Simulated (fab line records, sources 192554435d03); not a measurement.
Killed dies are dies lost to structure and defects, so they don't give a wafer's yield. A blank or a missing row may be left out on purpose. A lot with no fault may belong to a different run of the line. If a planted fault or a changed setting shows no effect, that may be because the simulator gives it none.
fab line records	flow n5-finfet
[record] lots = 7	wafers = 39
route steps=1938 shown ZERO_LAYER@11 DUMMY_GATE@214 MOL_CONTACT_COAG@586
start-h: hours from the record's opening day to when the first of the lot's shown wafers began	wait-h: time in hours since the lot's previous step	" as in the row above	L1.1+2: a row that stands for several wafers	- no value, or no start was given	* or withheld: withheld	< > ~ a bound
route shown NAME@n: NAME is a module with steps in the file, n the number in the route of the first one	usual: mean/standard deviation taken from wafers without a fault	same: alike in all rows	chamber/n: place in a boat	sites: each site's reading	_std_site: their standard deviation	_edge_site: mean of outer sites minus mean of inner sites	radius-mm: for every site, how far away it sits from the centre of the wafer	mask NAME#n: copy n	behind: the last tool/chamber to shape the wafer	hold: the reason the lot was held/the length of the hold in hours/how it ended	device: the transistor (n, p or np) that didn't switch	end of line: the tests these same wafers got at the end of their route	a step given without rows: its recipe and nothing more	killed: the dies lost at the first sort to structure and to defects; this is not the yield of the wafer	map: per-die view of a wafer (x killed, . not killed, _ where there is no die)
set.NAME: the setting the step ran with; set.NAME@STEP: the setting that earlier step ran with	model.NAME: the simulator's own value behind a step, which no gauge read
lots run with intentionally changed settings; tables by step, rows by wafer
[[steps]]
[step N5_ZERO_LAYER_DEVELOP_10]
[recipe] develop-time-s = 60	rinse-liquid = diw	dry = air-spin	dev-temp-c = 21
lot.wafer	tool	chamber	start-h	wait-h	set.develop-time-s
L076.1+2+3	litho-track-01	0	-	-	33.58
L076.4+5+6	"	0	"	"	60
L077.1+2+4	litho-track-01	0	-	-	60
L077.3+5+6	"	0	"	"	37.28
L079.1+3+4	litho-track-04	0	-	-	60
L079.2+5+6	"	0	"	"	29.74
L080.1+4+5	litho-track-01	0	-	-	60
L080.2+3+6	"	0	"	"	71.61
L083.1+3+5	litho-track-04	0	-	-	34.66
L083.2+4+6	"	0	"	"	60
L087.1+5+6	litho-track-03	0	-	-	60
L087.2+3+4	"	0	"	"	85.26
L091.1+2+4	litho-track-04	0	-	-	60
[step N5_ZERO_LAYER_HARDBAKE_23]
[recipe] temp-c = 130	time-s = 120
[step N5_ZERO_LAYER_CD_MEAS_11]
[recipe] target-cd-nm = 2000	landing-energy-ev = 500	detector = se-inlens
[usual] cd-nm = 2000.3/2.3
lot.wafer	tool	chamber	start-h	wait-h	set.develop-time-s@ZERO_LAYER_DEVELOP_10	cd-nm
L076.1	cd-sem-01	0	24.77	-	33.58	1987.5
L076.2	"	0	"	"	33.58	1989.6
L076.3	"	0	"	"	33.58	1989.3
L076.4	"	0	"	"	60	1998.5
L076.5	"	0	"	"	60	1999.8
L076.6	"	0	"	"	60	2004.9
L077.1	cd-sem-03	0	30.64	-	60	2002.5
L077.2	"	0	"	"	60	2007.0
L077.3	"	0	"	"	37.28	1994.7
L077.4	"	0	"	"	60	2003.6
L077.5	"	0	"	"	37.28	1991.3
L077.6	"	0	"	"	37.28	1993.2
L079.1	cd-sem-02	0	42.64	-	60	2001.8
L079.2	"	0	"	"	29.74	1985.4
L079.3	"	0	"	"	60	1998.3
L079.4	"	0	"	"	60	2002.1
L079.5	"	0	"	"	29.74	1986.3
L079.6	"	0	"	"	29.74	1983.4
L080.1	cd-sem-03	0	48.77	-	60	2002.1
L080.2	"	0	"	"	71.61	2006.9
L080.3	"	0	"	"	71.61	2007.5
L080.4	"	0	"	"	60	2001.8
L080.5	"	0	"	"	60	2001.9
L080.6	"	0	"	"	71.61	2009.6
L083.1	cd-sem-01	0	66.64	-	34.66	1987.6
L083.2	"	0	"	"	60	1998.7
L083.3	"	0	"	"	34.66	1987.7
L083.4	"	0	"	"	60	2001.3
L083.5	"	0	"	"	34.66	1987.8
L083.6	"	0	"	"	60	1998.6
L087.1	cd-sem-02	0	90.68	-	60	1997.8
L087.2	"	0	"	"	85.26	2007.1
L087.3	"	0	"	"	85.26	2006.2
L087.4	"	0	"	"	85.26	2005.7
L087.5	"	0	"	"	60	1995.5
L087.6	"	0	"	"	60	1997.4
L091.1	cd-sem-01	0	114.66	-	60	1997.6
L091.2	"	0	"	"	60	2000.8
L091.4	"	0	"	"	60	1997.0
[step N5_ZERO_LAYER_DESCUM_16]
[recipe] chemistry = O2	time-s = 7.9	source-power-w = 50	bias-power-w = 20	pressure-mtorr = 20	rf-frequency-hz = 2.712e+07	temp-c = 40	o2-flow-sccm = 225
lot.wafer	tool	chamber	start-h	wait-h	set.develop-time-s@ZERO_LAYER_DEVELOP_10	model.ZERO_LAYER.cd-nm
L076.1	rie-diel-03	0	24.80	0.0	33.58	1987
L076.2	"	3	"	"	33.58	1990
L076.3	"	1	"	"	33.58	1989
L076.4	"	2	"	"	60	1998
L076.5	"	2	"	"	60	2000
L076.6	"	3	"	"	60	2005
L077.1	rie-diel-01	3	30.68	0.0	60	2003
L077.2	"	2	"	"	60	2007
L077.3	"	1	"	"	37.28	1995
L077.4	"	0	"	"	60	2004
L077.5	"	0	"	"	37.28	1991
L077.6	"	3	"	"	37.28	1993
L079.1+4	rie-diel-03	1	42.68	0.0	60	2002
L079.2+5	"	0,2	"	"	29.74	1986
L079.3	"	2	"	"	60	1998
L079.6	"	0	"	"	29.74	1983
L080.1+4+5	rie-diel-02	1,2,2	48.80	0.0	60	2002
L080.2	"	3	"	"	71.61	2007
L080.3	"	0	"	"	71.61	2008
L080.6	"	3	"	"	71.61	2010
L083.1	rie-diel-03	2	66.68	0.0	34.66	1987
L083.2+6	"	3,0	"	"	60	1998
L083.3+5	"	1,3	"	"	34.66	1988
L083.4	"	0	"	"	60	2001
L087.1	rie-diel-01	2	90.71	0.0	60	1998
L087.2	"	0	"	"	85.26	2007
L087.3+4	"	3,1	"	"	85.26	2006
L087.5	"	2	"	"	60	1996
L087.6	"	3	"	"	60	1997
L091.1	rie-diel-03	0	114.72	0.1	60	1998
L091.2	"	2	"	"	60	2001
L091.4	"	1	"	"	60	1997
[step N5_DUMMY_GATE_ALD_02]
[recipe] material = SiO2	target-thk-a = 20	temp-c = 300	ald-precursor-family = BDEAS	ald-co-reactant = O2-plasma	pulse-time-s = 1	pressure-torr = 2
lot.wafer	tool	chamber	start-h	wait-h	set.target-thk-a	model.SiO2_of_DUMMY_GATE_ALD_02.thk-nm
L076.1+3+4	ald-sin-04	3,1,2	50.41	0.0	20	2
L076.2+5+6	"	0,1,0	"	"	24.7	2.4
L077.1+5+6	ald-sin-01	1,1,2	58.13	1.9	20	2
L077.2+3+4	"	2,0,3	"	"	31.94	3.2
L079.1+2+5	ald-sin-01	2,3,1	70.61	0.0	26.08	2.6
L079.3+4+6	"	1,0,2	"	"	20	2
L080.1+2+3+4+5+6	ald-sin-01	3,0,1,2,2,1	74.77	0.6	20	2
L083.1+5+6	ald-sin-02	1,1,2	93.00	2.0	20	2
L083.2+3+4	"	3,0,2	"	"	8.323	0.8
L087.1+3+6	ald-sin-01	0,2,2	117.19	0.0	20	2
L087.2+4+5	"	1,3,1	"	"	9.776	1
L091.1+2+4	ald-sin-01	2,1,0	141.36	0.0	20	2
[step N5_MOL_CONTACT_COAG_VIA_ETCH_46]
[recipe] chemistry = C4F6/O2	target-depth-a = 460	overetch-a = 92	mask-material = SOC	target = SiO2	bias-w = 455	pressure-mtorr = 10	time-s = 40	source-w = 325	Ar_flow_sccm = 300	C4F6_flow_sccm = 10	O2_flow_sccm = 10	ion-energy-ev = 575.3	ends = end-point
lot.wafer	tool	chamber	start-h	wait-h	set.target-depth-a	model.etch.depth-nm	model.SOC_of_MOL_CONTACT_COAG_COAT_75.thk-nm
L076.1	rie-diel-06	1	112.62	0.0	460	45.39	50.8
L076.2	"	0	"	"	460	45.82	51
L076.3	"	2	"	"	721.7	46.21	47.8
L076.4	"	3	"	"	721.7	46.58	47.8
L076.5	"	1	"	"	721.7	46.98	47.4
L076.6	"	0	"	"	460	46.37	51
L077.1	rie-diel-04	3	122.53	0.0	460	46.29	50.4
L077.2	"	2	"	"	460	46.26	50.8
L077.3	"	1	"	"	460	47.6	51
L077.4	"	1	"	"	460	46.97	51.2
L077.5	"	3	"	"	460	46.81	50.4
L077.6	"	2	"	"	460	47.24	50.8
L079.1	rie-diel-05	3	137.30	0.0	577.7	46.06	49.6
L079.2	"	0	"	"	460	45.94	50.8
L079.3	"	2	"	"	460	46.67	50.8
L079.4	"	3	"	"	577.7	46.62	49.4
L079.5	"	2	"	"	460	46.68	50.8
L079.6	"	0	"	"	577.7	46.53	49.4
L080.1	rie-diel-06	0	145.84	0.0	309.1	40.82	52.4
L080.2	"	3	"	"	460	45.08	50.6
L080.3	"	1	"	"	309.1	41.55	52
L080.4	"	2	"	"	460	46.21	50.4
L080.5	"	2	"	"	460	46.56	50.6
L080.6	"	3	"	"	309.1	40.83	52.2
L083.1	rie-diel-05	0	158.56	0.0	460	45.39	50.8
L083.2	"	2	"	"	216.3	30.67	53.6
L083.3	"	1	"	"	216.3	30.88	53.8
L083.4	"	3	"	"	460	46.05	51
L083.5	"	2	"	"	216.3	30.6	53.8
L083.6	"	3	"	"	460	46.7	51
L087.1	rie-diel-06	0	181.02	0.0	460	45.01	51
L087.2	"	2	"	"	460	45.76	50.8
L087.3	"	1	"	"	186.5	28.12	54
L087.4	"	2	"	"	186.5	27.75	54.2
L087.5	"	1	"	"	186.5	28.26	53.8
L087.6	"	0	"	"	460	46.23	51
L091.1	rie-diel-05	0	201.68	0.0	460	45.4	51
L091.2	"	2	"	"	460	45.7	51.2
L091.4	"	0	"	"	460	46.1	51.2
[step N5_MOL_CONTACT_COAG_STRIP_96]
[recipe] chemistry = N2/H2	power-w = 500	temp-c = 40	pressure-mtorr = 50	rf-frequency-hz = 6e+07	overash-fraction = 0.3	bias-power-w = 28	h2-frac = 0.5	n2-flow-sccm = 300	h2-flow-sccm = 300
[step N5_MOL_CONTACT_COAG_ETCH_47]
[recipe] chemistry = CH3F/O2	target = SiNx	target-depth-a = 270	mask-material = SiO2	stop-on = W	over-etch-frac = 0.2	ion-energy-ev = 120	endpoint = OES-CN	pressure-mtorr = 30	source-w = 395	bias-w = 73	Ar_flow_sccm = 150	CH3F_flow_sccm = 30	O2_flow_sccm = 20	ends = end-point
[usual] etch-rf-on-time-s = 31.2/0.58
lot.wafer	tool	chamber	start-h	wait-h	set.target-depth-a@MOL_CONTACT_COAG_VIA_ETCH_46	etch-rf-on-time-s	model.etch.over-etch-s
L076.1	rie-diel-06	1	112.73	0.0	460	30.7	5.123
L076.2	"	0	"	"	460	30.9	5.151
L076.3	"	2	"	"	721.7	30.8	5.139
L076.4	"	3	"	"	721.7	30.9	5.154
L076.5	"	1	"	"	721.7	30.8	5.133
L076.6	"	0	"	"	460	30.8	5.126
L077.1	rie-diel-04	3	122.63	0.0	460	30.3	5.046
L077.2	"	2	"	"	460	31.1	5.182
L077.3	"	1	"	"	460	31.9	5.31
L077.4	"	1	"	"	460	31.9	5.318
L077.5	"	3	"	"	460	30.5	5.086
L077.6	"	2	"	"	460	31.2	5.206
L079.1	rie-diel-05	3	137.40	0.0	577.7	31.9	5.312
L079.2	"	0	"	"	460	30.8	5.135
L079.3	"	2	"	"	460	30.9	5.153
L079.4	"	3	"	"	577.7	31.8	5.305
L079.5	"	2	"	"	460	30.8	5.13
L079.6	"	0	"	"	577.7	31.0	5.161
L080.1	rie-diel-06	0	145.95	0.0	309.1	30.7	5.122
L080.2	"	3	"	"	460	30.5	5.08
L080.3	"	1	"	"	309.1	30.5	5.081
L080.4	"	2	"	"	460	30.4	5.065
L080.5	"	2	"	"	460	30.5	5.073
L080.6	"	3	"	"	309.1	30.5	5.079
L083.1	rie-diel-05	0	158.67	0.0	460	31.1	5.188
L083.2	"	2	"	"	216.3	50.8	0
L083.3	"	1	"	"	216.3	50.8	0
L083.4	"	3	"	"	460	31.7	5.293
L083.5	"	2	"	"	216.3	50.8	0
L083.6	"	3	"	"	460	31.8	5.307
L087.1	rie-diel-06	0	181.13	0.0	460	30.6	5.105
L087.2	"	2	"	"	460	30.4	5.062
L087.3	"	1	"	"	186.5	50.8	0
L087.4	"	2	"	"	186.5	50.8	0
L087.5	"	1	"	"	186.5	50.8	0
L087.6	"	0	"	"	460	31.3	5.214
L091.1	rie-diel-05	0	201.79	0.0	460	31.1	5.188
L091.2	"	2	"	"	460	31.4	5.237
L091.4	"	0	"	"	460	31.6	5.273
[[key]]
[split] step = N5_ZERO_LAYER_DEVELOP_10	setting = develop-time-s	stated = 60	by = wafer
[response] step = N5_ZERO_LAYER_CD_MEAS_11	reading = cd-nm	change = +0.282	per = 1%	r = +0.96
[response] step = N5_ZERO_LAYER_DESCUM_16	reading = model.ZERO_LAYER.cd-nm	change = +0.284	per = 1%	r = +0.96
[split] step = N5_DUMMY_GATE_ALD_02	setting = target-thk-a	stated = 20	by = wafer
[response] step = N5_DUMMY_GATE_ALD_02	reading = model.SiO2_of_DUMMY_GATE_ALD_02.thk-nm	change = +0.0199	per = 1%	r = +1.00
[split] step = N5_MOL_CONTACT_COAG_VIA_ETCH_46	setting = target-depth-a	stated = 460	by = wafer
[response] step = N5_MOL_CONTACT_COAG_VIA_ETCH_46	reading = model.etch.depth-nm	shape = bent	at-lowest = 28.04	at-stated = 46.18	at-highest = 46.59
[response] step = N5_MOL_CONTACT_COAG_VIA_ETCH_46	reading = model.SOC_of_MOL_CONTACT_COAG_COAT_75.thk-nm	change = -0.0535	per = 1%	r = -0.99
[response] step = N5_MOL_CONTACT_COAG_ETCH_47	reading = etch-rf-on-time-s	shape = bent	at-lowest = *	at-stated = *	at-highest = *
[response] step = N5_MOL_CONTACT_COAG_ETCH_47	reading = model.etch.over-etch-s	shape = bent	at-lowest = 0	at-stated = 5.169	at-highest = 5.142
